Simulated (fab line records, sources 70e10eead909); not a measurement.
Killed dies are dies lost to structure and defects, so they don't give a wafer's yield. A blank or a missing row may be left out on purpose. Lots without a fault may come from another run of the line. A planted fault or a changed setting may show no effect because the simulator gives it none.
Problem report in the 8D (eight disciplines) form, filled by code | flow nand_harc | the parts of the form that need people (team, actions taken, sign-off) are left out

1. THE PROBLEM
thk_nm at NHARC_A_ONON_D1_THK_MEAS_02 reads a mean of 627 nm on 9 wafers of 3 lots; wafers without a fault read 999 nm with a standard deviation of 12. That is -31 standard deviations from the usual mean.
The step: measures by ellipsometry.
First seen on wafer L745.2, day 14 02:23, on film_metro-01. The record holds 39 wafers of 13 lots with a number at this step. Rule for "out", or "out of limits": more than 4 standard deviations from the usual mean. The other wafers with a number count as sound.

2. WHAT IT IS AND WHAT IT IS NOT
question                    | is                           | is not
which readings at this step | thk_nm                       | -
which lots                  | L745, L746, L747             | L731, L732, L733, L735, L736, L737, L738, L750, L752, L753
which wafers of those lots  | all that have a number       | -
read on which gauges        | film_metro-01, film_metro-02 | -
when                        | from day 14 02:23            | up to then (21 sound wafers); but 9 sound wafers of L750, L752, L753 came after

3. SUSPECTS, AND WHAT RULES EACH OUT
Counting: a tool at a process step up to the reading stays a suspect if it ran every lot that is out and no sound lot after the first of them.
- the gauge at NHARC_A_ONON_D1_THK_MEAS_02: ruled out. The wafers that are out were read on 2 gauges (film_metro-01, film_metro-02).
- pecvd_onon-02 at NHARC_A_ONON_D1_DEP_00 (target thk 1000 nm): ruled out as a lasting fault. Sound lots L752, L753 ran on it after its first lot that is out, L745 (day 14 01:54).
Left after counting: nothing in the record.

4. THE CAUSE (what the simulator had put in)
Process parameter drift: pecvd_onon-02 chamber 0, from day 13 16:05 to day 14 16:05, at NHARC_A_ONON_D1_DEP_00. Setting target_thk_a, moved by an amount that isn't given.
Counting ruled it out, wrongly: the rule takes a fault to strike every lot that its tool runs from its start on, and this one did not.

5. THE CHAIN OF EFFECTS, in route order
Each row: a reading whose mean over the struck wafers that have a number lies more than 3 standard deviations from the usual. Only readings for which the record gives a usual standard deviation are gone through. hours: the time from each lot's start at the first step in this table that gives one to its start at this step, as a median over the lots. sigmas: the change in usual standard deviations.
hours | step                        | reading         | usual  | on struck wafers | change | sigmas
0     | NHARC_A_ONON_D1_THK_MEAS_02 | thk_nm          | 999 nm | 627              | -372   | -31
440   | NHARC_END_SORT_01           | killed_at_array | 59     | 673              | +614   | +26
440   | NHARC_END_SORT_01           | killed_dies     | 63     | 677              | +614   | +26

6. WHAT WOULD HAVE CAUGHT IT SOONER
In this record the first reading out of limits at a measuring or inspecting step was taken at day 14 02:23, 10 hours after the fault began at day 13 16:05.
Of the tool readings at NHARC_A_ONON_D1_DEP_00 for which the record gives a usual standard deviation, none was out on any struck wafer, so an alarm limit of 4 standard deviations on them would not have fired.
